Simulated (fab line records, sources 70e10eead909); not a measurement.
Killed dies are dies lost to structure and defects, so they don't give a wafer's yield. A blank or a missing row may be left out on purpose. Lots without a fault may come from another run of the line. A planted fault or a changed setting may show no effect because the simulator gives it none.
Chamber matching | flow nand_harc | NHARC_HYBRID_BOND_ACTIVATE_00 on rie_diel-12: 4 sister chambers
The step chemistry N2, time 60 s. 16 wafers are shown with their chamber, then 8 later ones without.

WAFERS WITH THEIR CHAMBER
wafer  | chamber | showerhead_plenum_p_Torr (Torr) | drypump_motor_current_A (A) | rf_vpp_V (V)
L107.1 | 0       | 1.84                            | 5.4                         | 65.6
L107.2 | 3       | 1.85                            | 5.9                         | 65.0
L107.3 | 1       | 1.63                            | 5.7                         | 62.8
L110.1 | 0       | 1.84                            | 5.4                         | 65.2
L110.2 | 1       | 1.62                            | 5.7                         | 63.5
L110.4 | 2       | 1.71                            | 5.7                         | 62.6
L112.1 | 1       | 1.63                            | 5.7                         | 63.6
L112.2 | 0       | 1.84                            | 5.4                         | 63.9
L112.3 | 3       | 1.85                            | 5.9                         | 63.9
L113.1 | 3       | 1.85                            | 5.9                         | 65.1
L113.5 | 3       | 1.85                            | 5.8                         | 65.3
L113.6 | 2       | 1.71                            | 5.6                         | 63.7
L116.1 | 2       | 1.71                            | 5.6                         | 63.4
L116.2 | 3       | 1.85                            | 5.8                         | 65.0
L116.5 | 3       | 1.85                            | 5.9                         | 65.6
L114.2 | 3       | 1.85                            | 5.9                         | 64.7

SIGNATURES (means of the wafers above)
reading                  | chamber 0 | chamber 1 | chamber 2 | chamber 3 | scatter within a chamber
showerhead_plenum_p_Torr | 1.8400    | 1.6267    | 1.7100    | 1.8500    | 0.00236
drypump_motor_current_A  | 5.400     | 5.700     | 5.633     | 5.871     | 0.0418
rf_vpp_V                 | 64.900    | 63.300    | 63.233    | 64.943    | 0.602
Rule: a wafer's distance from a chamber is the root of the sum, over the readings, of the square of ((its reading less the chamber's mean) divided by the reading's scatter). The wafer belongs to the nearest chamber; if the next one is less than 2 further off, it can't be placed. The scatter: the root of (the sum of the squares of (reading less its chamber's mean) over the shown wafers, divided by (wafers less chambers)).

WAFERS WITHOUT THEIR CHAMBER
wafer  | showerhead_plenum_p_Torr (Torr) | drypump_motor_current_A (A) | rf_vpp_V (V)
L114.5 | 1.71                            | 5.6                         | 64.7
L114.6 | 1.84                            | 5.4                         | 65.6
L118.1 | 1.62                            | 5.7                         | 64.0
L118.2 | 1.71                            | 5.7                         | 63.3
L118.3 | 1.84                            | 5.4                         | 65.7
L119.1 | 1.71                            | 5.7                         | 64.3
L119.2 | 1.62                            | 5.7                         | 63.4
L119.4 | 1.84                            | 5.4                         | 64.3

WHICH CHAMBER EACH WENT THROUGH
wafer  | from the rows above | in truth
L114.5 | 2                   | 2
L114.6 | 0                   | 0
L118.1 | 1                   | 1
L118.2 | 2                   | 2
L118.3 | 0                   | 0
L119.1 | 2                   | 2
L119.2 | 1                   | 1
L119.4 | 0                   | 0
Placed correctly: 8 of 8. Can't be placed from these rows: 0. Placed wrongly: 0.
